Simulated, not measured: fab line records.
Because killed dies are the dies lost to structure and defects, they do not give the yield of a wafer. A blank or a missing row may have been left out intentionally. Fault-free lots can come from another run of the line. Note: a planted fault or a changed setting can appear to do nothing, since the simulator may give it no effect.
Chamber matching + flow nand_harc + NHARC_A_M1_DEP_33 on pecvd-04: 3 sister chambers
The step deposits SiCN, target thk 30 nm. 14 wafers are shown with their chamber, then 7 later ones without.

== WAFERS, EACH WITH ITS CHAMBER ==
| wafer  | chamber | heater_power_w (W) |
|--------|---------|--------------------|
| L076.1 | 2       | 582                |
| L076.3 | 1       | 487                |
| L076.4 | 0       | 601                |
| L078.1 | 0       | 590                |
| L078.2 | 1       | 495                |
| L078.4 | 1       | 499                |
| L081.4 | 1       | 552                |
| L081.5 | 2       | 578                |
| L081.6 | 0       | 543                |
| L087.2 | 2       | 529                |
| L087.4 | 1       | 552                |
| L087.6 | 2       | 531                |
| L086.2 | 1       | 535                |
| L086.3 | 0       | 548                |

SIGNATURES (averages over the wafers above)
| reading        | chamber 0 | chamber 1 | chamber 2 | scatter within a chamber |
|----------------|-----------|-----------|-----------|--------------------------|
| heater_power_w | 570.50    | 520.00    | 555.00    | 29.4                     |
Rule: a wafer lies at a distance from a chamber equal to the root of the sum of squares, over the readings, of (its reading less the chamber's mean, divided by the reading's scatter). The wafer belongs to the nearest chamber; if the next one is less than 2 further off, it can't be placed. How the scatter is found: for the shown wafers, subtract from each reading the mean of its chamber, square and add these, divide the total by (wafers less chambers), then take the root.

== WAFERS WITHOUT THEIR CHAMBER ==
| wafer  | heater_power_w (W) |
|--------|--------------------|
| L086.6 | 542                |
| L090.2 | 477                |
| L090.5 | 542                |
| L090.6 | 646                |
| L092.1 | 533                |
| L092.3 | 545                |
| L092.4 | 500                |

== EACH ONE'S CHAMBER ==
| wafer  | from the rows above          | in truth |
|--------|------------------------------|----------|
| L086.6 | can't be placed: 2 or 1 or 0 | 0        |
| L090.2 | can't be placed: 1 or 2 or 0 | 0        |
| L090.5 | can't be placed: 2 or 1 or 0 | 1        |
| L090.6 | can't be placed: 0 or 2 or 1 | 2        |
| L092.1 | can't be placed: 1 or 2 or 0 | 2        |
| L092.3 | can't be placed: 2 or 1 or 0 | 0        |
| L092.4 | can't be placed: 1 or 2 or 0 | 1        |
Correctly placed: 0 of 7. From these rows, 7 cannot be placed; in 7 the true chamber is one of the candidates. 0 placed wrongly.
